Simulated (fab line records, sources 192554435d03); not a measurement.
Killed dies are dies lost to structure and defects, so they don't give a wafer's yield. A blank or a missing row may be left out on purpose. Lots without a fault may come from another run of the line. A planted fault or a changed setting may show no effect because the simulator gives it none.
fab line records | flow n5_finfet
record lots=24 wafers=72 last_day=19
route steps=1938 shown BEOL_M2@923 BEOL_M3@944 BEOL_M4@1022
lots that met no fault: from a run of the same line without faults
start_h: hours from the record's first day to the start of the lot's first wafer shown | wait_h: hours since the lot's step before | " the same as in the row above | L1.1+2: a row that stands for several wafers | - no value, or no start given | * or withheld: withheld | < > ~ a bound
route shown NAME@n: a module of which the file shows steps, and the number in the route of the first | usual: mean/standard deviation of fault-free wafers | same: alike in all rows | chamber/n: place in a boat | sites: the reading at each site | _std_site: their standard deviation | _edge_site: outer sites' mean less inner sites' | radius_mm: how far each site lies from the wafer's centre | mask NAME#n: copy n | behind: the tool/chamber that last shaped the wafer | hold: why the lot was held/for how many hours/how that ended | device: the transistor (n, p or np) that didn't switch | end of line: the same wafers' tests at the end of the route | a step without rows: its recipe alone | killed: dies lost to structure and defects at the first sort, not the wafer's yield | map: a wafer's dies, x killed, . not, _ none there
set.NAME: the setting as run; set.NAME@STEP: as run at that earlier step | model.NAME: the simulator's own value behind a step, which no gauge read
steps of the route over a sample of lots; a table a step, a row a wafer
services: from which hour (start_h, from the record's first day; less than 0 if before it) a tool's chamber was out of use, for how many hours, and why
## steps
# step N5_BEOL_M2_CMP_52
# recipe stop_on=SiOC t_overpolish_s=6.8 down_force_psi=1 platen_rpm=50 clearing_platen_down_force_psi=1.5 clearing_platen_rpm=50 post_cmp_clean=cu_alkaline target_thk_nm=40 clearing_platen_pad_velocity_m_s=0.99484 pad_velocity_m_s=0.99484
# usual barrier_field_endpoint_s=24.6/0.66 motor_current_A=5.9/0.72 overpolish_run_s=6.800/0.0085 slurry_flow_ml_min=150.0/0.5 time_to_endpoint_s=61.6/3
# same t_overpolish_s=6.8
# columns lot.wafer tool chamber start_h wait_h barrier_field_endpoint_s motor_current_A overpolish_run_s slurry_flow_ml_min time_to_endpoint_s
L074.3 cmp-02 0 141.72 0.2 24.6 6.2 6.804 149.6 62.0
L074.2 " 2 " " 24.4 5.2 6.783 150.1 64.7
L074.5 " 3 " " 24.8 6.5 6.798 149.5 64.5
L075.3 cmp-02 2 144.98 0.2 24.6 5.4 6.795 149.9 63.3
L075.5 " 0 " " 24.7 6.6 6.809 150.8 58.5
L075.6 " 1 " " 25.0 6.2 6.798 149.8 63.0
L076.4 cmp-02 0 150.49 0.2 25.8 6.4 6.794 150.4 66.6
L076.2 " 1 " " 25.7 6.1 6.800 149.9 66.8
L076.5 " 2 " " 25.5 4.8 6.797 150.7 64.8
L077.2 cmp-04 0 155.79 0.2 24.8 5.1 6.792 150.2 63.7
L077.4 " 3 " " 25.1 5.0 6.795 149.2 62.2
L077.5 " 1 " " 24.9 5.1 6.807 150.2 61.8
L078.1 cmp-03 3 162.43 0.3 24.4 7.0 6.803 149.4 62.4
L078.3 " 2 " " 24.5 5.9 6.787 149.9 63.0
L078.5 " 0 " " 25.2 5.7 6.783 149.8 62.7
L079.3 cmp-04 2 168.50 0.2 25.4 5.5 6.787 150.4 61.6
L079.4 " 3 " " 25.6 4.7 6.813 150.3 61.4
L079.6 " 3 " " 25.6 5.0 6.787 149.4 61.3
L080.4 cmp-03 2 177.15 0.2 25.2 5.7 6.795 149.8 62.7
L080.1 " 3 " " 24.2 7.1 6.798 150.2 60.8
L080.3 " 0 " " 25.5 5.8 6.788 149.7 66.0
L081.1 cmp-04 3 186.64 0.3 24.6 4.8 6.798 150.4 62.2
L081.2 " 1 " " 25.0 4.8 6.818 149.8 59.4
L081.5 " 0 " " 25.0 5.0 6.783 149.3 60.2
L082.1 cmp-03 3 190.31 0.3 25.2 7.0 6.810 150.3 63.7
L082.4 " 0 " " 26.1 5.6 6.793 149.8 64.4
L082.3 " 1 " " 25.0 7.0 6.806 150.1 62.7
L083.1 cmp-03 0 196.63 0.3 24.4 5.3 6.801 150.3 62.3
L083.3 " 1 " " 24.6 6.9 6.794 150.2 63.4
L083.6 " 0 " " 25.1 6.1 6.788 150.1 60.3
L084.3 cmp-04 3 204.47 0.2 23.9 4.7 6.789 150.2 61.5
L084.4 " 0 " " 24.6 5.4 6.800 150.2 61.1
L084.1 " 1 " " 24.2 5.0 6.812 149.7 60.9
L085.3 cmp-02 2 222.35 0.2 24.0 5.2 6.795 149.7 53.7
L085.4 " 0 " " 23.0 6.3 6.802 150.0 54.1
L085.6 " 3 " " 24.3 6.7 6.814 148.1 58.0
L086.1 cmp-02 0 223.62 0.3 23.8 6.4 6.801 150.8 57.6
L086.2 " 1 " " 24.1 5.9 6.799 149.1 60.7
L086.6 " 0 " " 23.6 6.3 6.801 149.7 56.2
L087.3 cmp-03 2 227.12 0.4 24.3 6.0 6.804 150.4 62.8
L087.6 " 0 " " 24.5 6.0 6.786 150.1 65.6
L087.5 " 1 " " 24.1 7.0 6.805 150.1 62.8
L088.3 cmp-03 3 230.70 0.2 24.6 6.5 6.799 150.0 65.3
L088.1 " 2 " " 25.0 5.6 6.792 150.4 66.6
L088.5 " 0 " " 25.6 5.8 6.807 151.4 67.3
L089.3 cmp-03 2 241.99 0.2 24.2 5.5 6.810 149.5 61.2
L089.6 " 0 " " 25.1 5.5 6.800 150.4 62.8
L089.5 " 1 " " 25.1 7.1 6.801 150.4 64.5
L090.1 cmp-04 0 245.04 0.3 24.1 5.3 6.811 149.4 59.3
L090.4 " 2 " " 24.7 5.7 6.796 150.3 57.5
L090.2 " 3 " " 24.3 4.8 6.794 149.8 58.0
L092.2 cmp-04 0 253.47 1.1 24.4 5.1 6.805 150.7 58.7
L092.1 " 2 " " 24.1 5.7 6.798 149.6 57.3
L092.6 " 3 " " 24.3 5.0 6.789 149.3 56.6
L091.4 cmp-02 1 254.20 0.4 24.5 5.8 6.809 150.7 60.3
L091.2 " 2 " " 23.3 5.2 6.805 150.2 57.9
L091.1 " 3 " " 24.3 6.7 6.804 149.6 61.4
L093.3 cmp-04 1 259.46 0.2 24.4 5.0 6.787 150.4 60.1
L093.1 " 2 " " 24.2 5.6 6.798 149.7 59.6
L093.6 " 1 " " 24.3 5.1 6.811 150.4 59.7
L094.4 cmp-03 3 262.85 0.6 23.5 6.7 6.811 150.5 58.7
L094.3 " 0 " " 23.5 5.7 6.788 150.5 60.3
L094.1 " 1 " " 23.3 6.7 6.788 149.5 58.6
L095.1 cmp-04 2 266.74 0.3 24.7 5.2 6.795 150.5 62.2
L095.2 " 1 " " 24.6 5.2 6.807 150.5 60.4
L095.5 " 3 " " 24.7 4.6 6.804 150.1 61.6
L097.2 cmp-03 2 287.83 0.3 24.5 5.8 6.805 150.1 64.1
L097.5 " 3 " " 24.0 6.7 6.796 149.8 61.4
L097.6 " 0 " " 24.7 5.8 6.808 149.8 60.2
L096.1 cmp-03 1 289.23 0.3 24.6 7.1 6.783 150.6 62.4
L096.6 " 0 " " 25.7 5.5 6.811 149.6 65.2
L096.5 " 1 " " 25.5 7.0 6.804 151.8 66.0
# step N5_BEOL_M3_CD_MEAS_11
# recipe target_cd_nm=17.05 landing_energy_ev=500 detector=se_inlens polarity=opening
# usual cd_nm=17.09/0.23
# columns lot.wafer tool chamber start_h wait_h cd_nm
L074.2 cd_sem-03 0 142.86 - 17.40
L074.3 " 0 " " 17.29
L074.5 " 0 " " 17.18
L075.3 cd_sem-03 0 147.68 - 16.82
L075.5 " 0 " " 17.35
L075.6 " 0 " " 17.36
L076.2 cd_sem-01 0 152.34 - 17.18
L076.4 " 0 " " 16.52
L076.5 " 0 " " 16.76
L077.2 cd_sem-03 0 157.56 - 16.83
L077.4 " 0 " " 16.83
L077.5 " 0 " " 16.92
L078.1 cd_sem-02 0 163.99 - 17.08
L078.3 " 0 " " 16.98
L078.5 " 0 " " 17.06
L079.3 cd_sem-01 0 170.05 - 17.74
L079.4 " 0 " " 17.27
L079.6 " 0 " " 17.10
L080.1 cd_sem-03 0 178.69 - 16.96
L080.3 " 0 " " 17.53
L080.4 " 0 " " 16.99
L081.1 cd_sem-01 0 188.43 - 17.08
L081.2 " 0 " " 16.80
L081.5 " 0 " " 16.92
L082.1 cd_sem-01 0 191.85 - 17.35
L082.3 " 0 " " 17.18
L082.4 " 0 " " 17.17
L083.1 cd_sem-03 0 199.60 - 17.19
L083.3 " 0 " " 17.34
L083.6 " 0 " " 16.81
L084.1 cd_sem-02 0 205.60 - 17.18
L084.3 " 0 " " 16.81
L084.4 " 0 " " 17.62
L085.3 cd_sem-03 0 223.59 - 17.11
L085.4 " 0 " " 17.06
L085.6 " 0 " " 16.81
L086.1 cd_sem-02 0 224.78 - 17.36
L086.2 " 0 " " 17.00
L086.6 " 0 " " 17.29
L087.3 cd_sem-03 0 230.51 - 17.10
L087.5 " 0 " " 16.87
L087.6 " 0 " " 17.32
L088.1 cd_sem-03 0 233.91 - 16.97
L088.3 " 0 " " 17.28
L088.5 " 0 " " 16.84
L089.3 cd_sem-03 0 245.39 - 16.99
L089.5 " 0 " " 17.13
L089.6 " 0 " " 17.28
L090.1 cd_sem-03 0 248.34 - 17.07
L090.2 " 0 " " 17.08
L090.4 " 0 " " 16.96
L092.1 cd_sem-02 0 255.59 - 17.04
L092.2 " 0 " " 16.79
L092.6 " 0 " " 17.05
L091.1 cd_sem-03 0 256.34 - 17.27
L091.2 " 0 " " 17.42
L091.4 " 0 " " 16.56
L093.1 cd_sem-01 0 261.76 - 17.15
L093.3 " 0 " " 17.04
L093.6 " 0 " " 17.18
L094.1 cd_sem-03 0 267.14 - 16.75
L094.3 " 0 " " 17.06
L094.4 " 0 " " 16.91
L095.1 cd_sem-03 0 271.85 - 17.40
L095.2 " 0 " " 17.34
L095.5 " 0 " " 17.22
L097.2 cd_sem-01 0 289.46 - 16.94
L097.5 " 0 " " 16.80
L097.6 " 0 " " 16.85
L096.1 cd_sem-01 0 291.41 - 16.85
L096.5 " 0 " " 16.86
L096.6 " 0 " " 17.01
# step N5_BEOL_M3_PRE_CLEAN_45
# recipe gas=H2/He time_s=30 temp_c=250
# usual heater_power_w=337/37
# columns lot.wafer tool chamber start_h wait_h heater_power_w
L074.2 pvd_sputter-01 - 147.84 0.0 304
L074.3 " - " " 284
L074.5 " - " " 283
L075.3 pvd_sputter-03 - 152.83 0.0 276
L075.5 " - " " 275
L075.6 " - " " 392
L076.2 pvd_sputter-02 - 158.13 0.0 351
L076.4 " - " " 307
L076.5 " - " " 358
L077.2 pvd_sputter-01 - 165.10 0.0 316
L077.4 " - " " 375
L077.5 " - " " 316
L078.1 pvd_sputter-02 - 168.90 0.0 350
L078.3 " - " " 344
L078.5 " - " " 347
L079.3 pvd_sputter-02 - 173.39 0.0 356
L079.4 " - " " 342
L079.6 " - " " 348
L080.1 pvd_sputter-03 - 188.10 0.0 380
L080.3 " - " " 272
L080.4 " - " " 354
L081.1 pvd_sputter-02 - 191.64 0.0 355
L081.2 " - " " 305
L081.5 " - " " 345
L082.1 pvd_sputter-03 - 209.53 0.0 390
L082.3 " - " " 276
L082.4 " - " " 358
L083.1 pvd_sputter-02 - 214.17 0.0 333
L083.3 " - " " 316
L083.6 " - " " 358
L084.1 pvd_sputter-01 - 216.34 0.0 366
L084.3 " - " " 277
L084.4 " - " " 308
L085.3 pvd_sputter-01 - 230.74 0.0 319
L085.4 " - " " 291
L085.6 " - " " 284
L086.1 pvd_sputter-01 - 230.83 0.0 369
L086.2 " - " " 313
L086.6 " - " " 283
L087.3 pvd_sputter-02 - 242.12 0.0 342
L087.5 " - " " 351
L087.6 " - " " 348
L088.1 pvd_sputter-01 - 247.69 0.0 371
L088.3 " - " " 307
L088.5 " - " " 371
L089.3 pvd_sputter-01 - 250.73 0.0 381
L089.5 " - " " 311
L089.6 " - " " 286
L090.1 pvd_sputter-03 - 252.70 0.0 385
L090.2 " - " " 391
L090.4 " - " " 354
L092.1 pvd_sputter-01 - 262.03 0.0 284
L092.2 " - " " 315
L092.6 " - " " 312
L091.1 pvd_sputter-03 - 267.23 0.0 392
L091.2 " - " " 396
L091.4 " - " " 358
L093.1 pvd_sputter-03 - 273.94 0.0 280
L093.3 " - " " 381
L093.6 " - " " 395
L094.1 pvd_sputter-03 - 274.02 0.0 385
L094.3 " - " " 273
L094.4 " - " " 355
L095.1 pvd_sputter-02 - 280.18 0.0 345
L095.2 " - " " 362
L095.5 " - " " 359
L096.1 pvd_sputter-01 - 306.45 0.0 378
L096.5 " - " " 313
L096.6 " - " " 373
L097.2 pvd_sputter-01 - 309.52 0.0 285
L097.5 " - " " 377
L097.6 " - " " 312
# step N5_BEOL_M3_ALD_84
# recipe material=TaN target_thk_a=* temp_c=275 ald_precursor_family=PDMAT ald_co_reactant=NH3 pressure_torr=3 carrier_flow_sccm=1500 pulse_time_s=2 purge_time_s=3 co_reactant_purge_time_s=2 co_reactant_pulse_time_s=3 ald_cycles=30 precursor_vessel_temp_c=75 precursor_vessel_pressure_torr=26.25 precursor_vessel_carrier_sccm=1000
# usual heater_power_w=449/52
# same pulse_time_s=2
# columns lot.wafer tool chamber start_h wait_h heater_power_w
L074.2 ald_metal-01 1 147.91 0.0 399
L074.3 " 2 " " 428
L074.5 " 0 " " 408
L075.3 ald_metal-03 1 152.91 0.1 398
L075.5 " 1 " " 392
L075.6 " 0 " " 514
L076.2 ald_metal-02 3 158.25 0.1 566
L076.4 " 3 " " 553
L076.5 " 0 " " 488
L077.2 ald_metal-01 3 165.17 0.1 463
L077.4 " 2 " " 418
L077.5 " 2 " " 422
L078.1 ald_metal-03 3 169.01 0.1 454
L078.3 " 0 " " 504
L078.5 " 0 " " 512
L079.3 ald_metal-01 1 173.59 0.2 398
L079.4 " 0 " " 407
L079.6 " 1 " " 392
L080.1 ald_metal-02 2 188.16 0.0 513
L080.3 " 3 " " 545
L080.4 " 0 " " 493
L081.1 ald_metal-03 0 191.70 0.0 505
L081.2 " 2 " " 406
L081.5 " 1 " " 388
L082.1 ald_metal-01 2 209.59 0.0 425
L082.3 " 0 " " 398
L082.4 " 1 " " 400
L083.1 ald_metal-03 2 214.25 0.1 404
L083.3 " 0 " " 492
L083.6 " 1 " " 395
L084.1 ald_metal-02 2 216.41 0.0 522
L084.3 " 3 " " 536
L084.4 " 1 " " 407
L085.3 ald_metal-03 3 230.80 0.0 455
L085.4 " 1 " " 396
L085.6 " 3 " " 451
L086.1 ald_metal-01 1 230.89 0.0 407
L086.2 " 0 " " 411
L086.6 " 2 " " 433
L087.3 ald_metal-03 2 242.21 0.1 412
L087.5 " 2 " " 403
L087.6 " 1 " " 393
L088.1 ald_metal-03 0 247.77 0.1 501
L088.3 " 1 " " 393
L088.5 " 1 " " 397
L089.3 ald_metal-03 2 250.79 0.0 417
L089.5 " 0 " " 497
L089.6 " 1 " " 394
L090.1 ald_metal-02 0 252.78 0.1 495
L090.2 " 3 " " 553
L090.4 " 1 " " 405
L092.1 ald_metal-01 3 262.15 0.1 454
L092.2 " 2 " " 423
L092.6 " 3 " " 457
L091.1 ald_metal-02 2 267.29 0.0 531
L091.2 " 3 " " 563
L091.4 " 1 " " 417
L093.1 ald_metal-01 3 274.02 0.1 456
L093.3 " 2 " " 417
L093.6 " 1 " " 379
L094.1 ald_metal-03 3 274.20 0.2 473
L094.3 " 1 " " 394
L094.4 " 0 " " 514
L095.1 ald_metal-03 1 280.24 0.0 397
L095.2 " 3 " " 452
L095.5 " 1 " " 402
L096.1 ald_metal-01 2 306.52 0.0 424
L096.5 " 1 " " 410
L096.6 " 0 " " 404
L097.2 ald_metal-02 0 309.66 0.1 503
L097.5 " 3 " " 557
L097.6 " 0 " " 487
# step N5_BEOL_M3_SPUTTER_94
# recipe material=Cu target_thk_a=45 temp_c=-20 chamber_pressure_pa=0.07 power_w=withheld time_s=8.29
# usual substrate_temp_c=-20.02/0.1 throttle_valve_pct=29.6/0.99
# columns lot.wafer tool chamber start_h wait_h substrate_temp_c throttle_valve_pct
L074.2 pvd_sputter-02 - 151.58 0.1 -19.94 27.8
L074.3 " - " " -19.96 29.7
L074.5 " - " " -20.09 30.0
L075.3 pvd_sputter-01 - 155.21 0.1 -19.82 29.7
L075.5 " - " " -20.13 30.4
L075.6 " - " " -20.03 29.5
L076.2 pvd_sputter-02 - 160.45 0.1 -20.04 28.7
L076.4 " - " " -20.15 29.9
L076.5 " - " " -20.22 30.2
L077.2 pvd_sputter-03 - 167.24 0.1 -20.14 29.6
L077.4 " - " " -20.23 29.3
L077.5 " - " " -20.10 31.9
L078.1 pvd_sputter-02 - 171.57 0.1 -19.97 29.9
L078.3 " - " " -19.84 28.0
L078.5 " - " " -19.90 27.8
L079.3 pvd_sputter-03 - 177.51 0.1 -20.08 29.2
L079.4 " - " " -20.04 29.3
L079.6 " - " " -20.12 29.9
L080.1 pvd_sputter-03 - 190.23 0.1 -20.02 31.8
L080.3 " - " " -20.01 29.3
L080.4 " - " " -19.77 29.5
L081.1 pvd_sputter-02 - 193.79 0.1 -20.11 29.8
L081.2 " - " " -19.86 29.4
L081.5 " - " " -19.84 30.0
L082.1 pvd_sputter-03 - 213.67 0.1 -20.11 29.3
L082.3 " - " " -20.10 29.6
L082.4 " - " " -20.07 31.8
L083.1 pvd_sputter-02 - 217.58 0.1 -20.01 30.0
L083.3 " - " " -19.80 28.7
L083.6 " - " " -19.90 29.9
L084.1 pvd_sputter-03 - 218.71 0.1 -20.00 29.8
L084.3 " - " " -20.08 31.7
L084.4 " - " " -20.06 29.5
L085.3 pvd_sputter-03 - 232.88 0.1 -19.98 29.5
L085.4 " - " " -19.91 29.8
L085.6 " - " " -20.10 29.3
L086.1 pvd_sputter-01 - 242.81 0.1 -19.91 29.6
L086.2 " - " " -19.92 30.3
L086.6 " - " " -20.06 30.0
L087.3 pvd_sputter-02 - 244.20 0.1 -20.07 29.7
L087.5 " - " " -20.00 30.0
L087.6 " - " " -19.95 27.9
L088.1 pvd_sputter-01 - 249.83 0.1 -19.94 28.4
L088.3 " - " " -20.10 29.3
L088.5 " - " " -19.89 30.4
L089.3 pvd_sputter-02 - 253.12 0.1 -20.00 29.6
L089.5 " - " " -19.86 29.9
L089.6 " - " " -19.87 28.9
L090.1 pvd_sputter-01 - 255.11 0.1 -20.12 30.0
L090.2 " - " " -20.02 28.5
L090.4 " - " " -20.14 29.3
L092.1 pvd_sputter-01 - 264.18 0.1 -19.96 28.5
L092.2 " - " " -20.12 30.3
L092.6 " - " " -19.79 30.2
L091.1 pvd_sputter-01 - 269.54 0.1 -19.97 28.3
L091.2 " - " " -20.19 30.1
L091.4 " - " " -19.92 29.4
L093.1 pvd_sputter-03 - 276.16 0.1 -20.09 29.4
L093.3 " - " " -20.11 29.8
L093.6 " - " " -20.17 29.4
L094.1 pvd_sputter-03 - 278.00 0.1 -19.95 29.3
L094.3 " - " " -20.08 29.5
L094.4 " - " " -20.04 31.7
L095.1 pvd_sputter-02 - 282.48 0.1 -20.02 29.7
L095.2 " - " " -20.01 28.0
L095.5 " - " " -19.76 29.8
L096.1 pvd_sputter-03 - 308.73 0.1 -20.09 29.8
L096.5 " - " " -20.04 31.7
L096.6 " - " " -20.06 29.5
L097.2 pvd_sputter-03 - 311.70 0.1 -19.95 29.6
L097.5 " - " " -20.13 29.9
L097.6 " - " " -19.92 29.2
# step N5_BEOL_M4_THK_MEAS_01
# recipe reads=SiOC_of_BEOL_M4_ILD_DEP_00
# usual M4_ILD_THK=79.4/0.9
# columns lot.wafer tool chamber start_h wait_h M4_ILD_THK[nm]
L074.2 film_metro-01 - 153.12 0.1 79.5
L074.3 " - " " 78.7
L074.5 " - " " 81.1
L075.3 film_metro-02 - 156.62 0.1 79.6
L075.5 " - " " 80.3
L075.6 " - " " 80.3
L076.2 film_metro-01 - 161.85 0.1 78.8
L076.4 " - " " 79.6
L076.5 " - " " 79.3
L077.2 film_metro-01 - 168.86 0.1 78.5
L077.4 " - " " 80.6
L077.5 " - " " 79.9
L078.1 film_metro-02 - 173.22 0.0 77.6
L078.3 " - " " 78.4
L078.5 " - " " 80.2
L079.3 film_metro-01 - 179.02 0.1 79.8
L079.4 " - " " 80.9
L079.6 " - " " 80.6
L080.1 film_metro-02 - 191.66 0.0 79.2
L080.3 " - " " 78.8
L080.4 " - " " 79.2
L081.1 film_metro-02 - 195.26 0.0 77.9
L081.2 " - " " 78.4
L081.5 " - " " 78.7
L082.1 film_metro-01 - 215.09 0.0 79.6
L082.3 " - " " 78.4
L082.4 " - " " 80.6
L083.1 film_metro-02 - 219.03 0.1 77.7
L083.3 " - " " 78.7
L083.6 " - " " 79.6
L084.1 film_metro-02 - 221.21 0.0 77.8
L084.3 " - " " 77.8
L084.4 " - " " 79.0
L085.3 film_metro-02 - 234.31 0.1 79.7
L085.4 " - " " 80.7
L085.6 " - " " 80.8
L086.1 film_metro-01 - 244.27 0.0 79.6
L086.2 " - " " 78.0
L086.6 " - " " 79.4
L087.3 film_metro-02 - 245.59 0.1 79.9
L087.5 " - " " 81.1
L087.6 " - " " 80.2
L088.1 film_metro-02 - 251.84 0.0 78.8
L088.3 " - " " 79.0
L088.5 " - " " 80.0
L089.3 film_metro-02 - 254.52 0.1 78.8
L089.5 " - " " 79.6
L089.6 " - " " 79.8
L090.1 film_metro-01 - 256.52 0.0 77.5
L090.2 " - " " 78.1
L090.4 " - " " 79.4
L092.1 film_metro-02 - 265.61 0.0 78.3
L092.2 " - " " 78.8
L092.6 " - " " 80.3
L091.1 film_metro-02 - 270.96 0.0 78.8
L091.2 " - " " 78.7
L091.4 " - " " 80.1
L093.1 film_metro-01 - 277.57 0.0 77.8
L093.3 " - " " 77.7
L093.6 " - " " 79.1
L094.1 film_metro-01 - 279.40 0.0 80.5
L094.3 " - " " 78.8
L094.4 " - " " 80.0
L095.1 film_metro-02 - 283.88 0.0 79.1
L095.2 " - " " 78.7
L095.5 " - " " 79.5
L096.1 film_metro-02 - 310.14 0.0 78.6
L096.5 " - " " 80.1
L096.6 " - " " 80.9
L097.2 film_metro-02 - 313.10 0.1 79.3
L097.5 " - " " 80.7
L097.6 " - " " 79.9
## services
# columns tool chamber start_h hours kind
cmp-03 - 125.10 0.6 repair
ald_metal-01 3 130.16 13.0 repair
cmp-03 - 143.16 0.8 repair
ald_metal-02 - 144.38 0.7 repair
cmp-02 - 152.35 3.2 pm
ald_metal-03 2 153.72 2.4 repair
ald_metal-02 2 156.52 9.5 repair
ald_metal-01 - 168.85 0.6 repair
cmp-02 - 170.30 4.3 repair
pvd_sputter-02 - 174.26 5.0 repair
ald_metal-01 2 178.30 7.8 repair
cmp-02 - 190.68 1.4 repair
cmp-02 - 209.16 2.0 repair
ald_metal-01 - 226.76 1.6 repair
cmp-02 - 241.38 6.9 pm
cmp-03 - 249.33 2.6 repair
cmp-04 - 249.36 3.8 repair
cmp-02 - 256.49 35.2 repair
cmp-04 - 260.25 4.0 pm
cmp-03 - 264.99 0.5 repair
ald_metal-03 1 268.49 1.4 repair
cmp-03 - 280.06 2.3 repair
ald_metal-03 - 295.89 8.7 pm
cmp-03 - 299.39 2.2 repair
## key
fault none
